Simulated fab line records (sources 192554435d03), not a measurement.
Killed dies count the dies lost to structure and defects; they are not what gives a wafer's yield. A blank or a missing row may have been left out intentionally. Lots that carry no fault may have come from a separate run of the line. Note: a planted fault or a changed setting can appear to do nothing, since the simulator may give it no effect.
Lot-split experiment -- flow n5Finfet -- 39 wafers read across 7 lots, on a route 1938 steps long

## ON THE SPLIT
At N5_BEOL_M7_ILD_DEP_00 (deposits SiCOH lowk from DEMS/porogen, target thk 179.75 nm, time 33.4 s), the setting timeS was moved away from the recipe's 33.4 s on 18 of the 39 wafers read, by -43.3% to +58.3%. All remaining wafers had this setting at the recipe value.

## BETWEEN THE SPLIT AND THE READING: the file shows 1 step in between
- N5_BEOL_M7_CURE_74: cures SiCOH lowk, time 240 s

## THE READING
M7_ILD_THK at N5_BEOL_M7_THK_MEAS_01, in nm. Fault-free wafers of this fab line usually give 154.7 nm, standard deviation 2 nm.

wafer,"tool, chamber at the split","timeS as run, s",against the recipe,"M7_ILD_THK, nm",against lot-mates on the recipe
L077.1,"pecvd-02, 2",33.4,recipe,151.7,-
L077.2,"pecvd-02, 1",19.64,-41.2%,90.9,-63.2
L077.3,"pecvd-02, 0",19.64,-41.2%,90.0,-64.1
L077.4,"pecvd-02, 2",33.4,recipe,154.1,-
L077.5,"pecvd-02, 1",33.4,recipe,156.5,-
L077.6,"pecvd-02, 0",19.64,-41.2%,91.7,-62.4
L079.2,"pecvd-02, 0",33.4,recipe,152.2,-
L079.3,"pecvd-02, 2",33.4,recipe,151.3,-
L079.6,"pecvd-02, 2",33.4,recipe,152.9,-
L084.1,"pecvd-02, 2",33.4,recipe,152.2,-
L084.2,"pecvd-02, 1",18.95,-43.3%,85.8,-68.2
L084.3,"pecvd-02, 0",33.4,recipe,154.4,-
L084.4,"pecvd-02, 2",18.95,-43.3%,87.4,-66.6
L084.5,"pecvd-02, 0",18.95,-43.3%,89.6,-64.4
L084.6,"pecvd-02, 1",33.4,recipe,155.5,-
L091.1,"pecvd-02, 2",22.04,-34.0%,100.7,-53.3
L091.2,"pecvd-02, 0,1",33.4,recipe,153.9,-
L091.3,"pecvd-02, 0,1",33.4,recipe,153.7,-
L091.4,"pecvd-02, 0,1",22.04,-34.0%,103.5,-50.5
L091.5,"pecvd-02, 0,1",22.04,-34.0%,103.6,-50.4
L091.6,"pecvd-02, 2",33.4,recipe,154.5,-
L088.1,"pecvd-02, 2",25.03,-25.1%,113.8,-40.8
L088.2,"pecvd-02, 1",25.03,-25.1%,115.4,-39.2
L088.3,"pecvd-02, 0",33.4,recipe,154.5,-
L088.4,"pecvd-02, 0",25.03,-25.1%,119.2,-35.4
L088.5,"pecvd-02, 1",33.4,recipe,155.7,-
L088.6,"pecvd-02, 2",33.4,recipe,153.6,-
L090.1,"pecvd-03, 0",33.4,recipe,155.4,-
L090.2,"pecvd-03, 2",33.4,recipe,151.1,-
L090.3,"pecvd-03, 1",33.4,recipe,153.4,-
L090.4,"pecvd-03, 0",52.86,+58.3%,244.9,+91.6
L090.5,"pecvd-03, 2",52.86,+58.3%,244.5,+91.2
L090.6,"pecvd-03, 1",52.86,+58.3%,246.6,+93.3
L096.1,"pecvd-04, 0",33.4,recipe,155.4,-
L096.2,"pecvd-04, 1",33.4,recipe,151.2,-
L096.3,"pecvd-04, 2",47.37,+41.8%,218.2,+63.9
L096.4,"pecvd-04, 0",47.37,+41.8%,221.1,+66.8
L096.5,"pecvd-04, 1",33.4,recipe,156.2,-
L096.6,"pecvd-04, 2",47.37,+41.8%,224.3,+70.0
Rows listing several chambers each stand for several wafers; the file does not say which wafer went through which chamber.

FIT RESULTS
A straight line over all 39 wafers: M7_ILD_THK changes by +1.55 nm for each +1% of timeS; r = +1.00; the points scatter about the line by 1.9 nm.
The same after taking each lot's own level away (the mean of its wafers on the recipe; 39 wafers): +1.56 nm for each +1%; r = +1.00; scatter 1.7 nm.
The reading moves by 91 nm for the largest change in timeS, on that fit.
Across the lots, their own levels run from 152.13 to 154.60 nm, a range of 1.2 times the standard deviation given above.
The two slopes are in agreement: the lot-to-lot level therefore moves the slope only a little.
Check: for one of the wafers moved furthest among these (+58.3%), held out of the fit, the line's prediction against its lot-mates is +91.4 nm. It came out at +91.6 nm against them.

## OTHER SPLITS APPLIED TO THESE WAFERS
These wafers also went through other splits before the reading. Each is held against what the fit with the lots' levels taken away leaves over:
other split on the same wafers,wafers away from the commonest value,r with M7_ILD_THK (lot level and that fit taken away)
N5_SPACER0_ALD_07 targetThkA,12,+0.11
N5_MOL_CONTACT_COAG_ETCHBACK_135 timeS,12,+0.01
N5_BEOL_M2_ILD_DEP_00 timeS,12,+0.04

## THE WHOLE CHAIN: every reading that the file lists as answering this split, in the file's order
step,what it does,reading,change (the file's fit),r (the file's)
N5_BEOL_M7_ILD_DEP_00,"deposits SiCOH lowk from DEMS/porogen, target thk 179.75 nm, time 33.4 s","SiCOH_lowk_of_BEOL_M7_ILD_DEP_00.thkNm (the simulator's own value, which no gauge read)",+1.79 nm for each +1% of the setting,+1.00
N5_BEOL_M7_CURE_74,"cures SiCOH lowk, time 240 s","SiCOH_lowk_of_BEOL_M7_ILD_DEP_00.thkNm (the simulator's own value, which no gauge read)",+1.56 nm for each +1% of the setting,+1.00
N5_BEOL_M7_THK_MEAS_01,,M7_ILD_THK,+1.56 for each +1% of the setting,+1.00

## THE FILE'S OWN FIT
M7_ILD_THK changes by +1.56 nm for each +1% of timeS, r = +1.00.
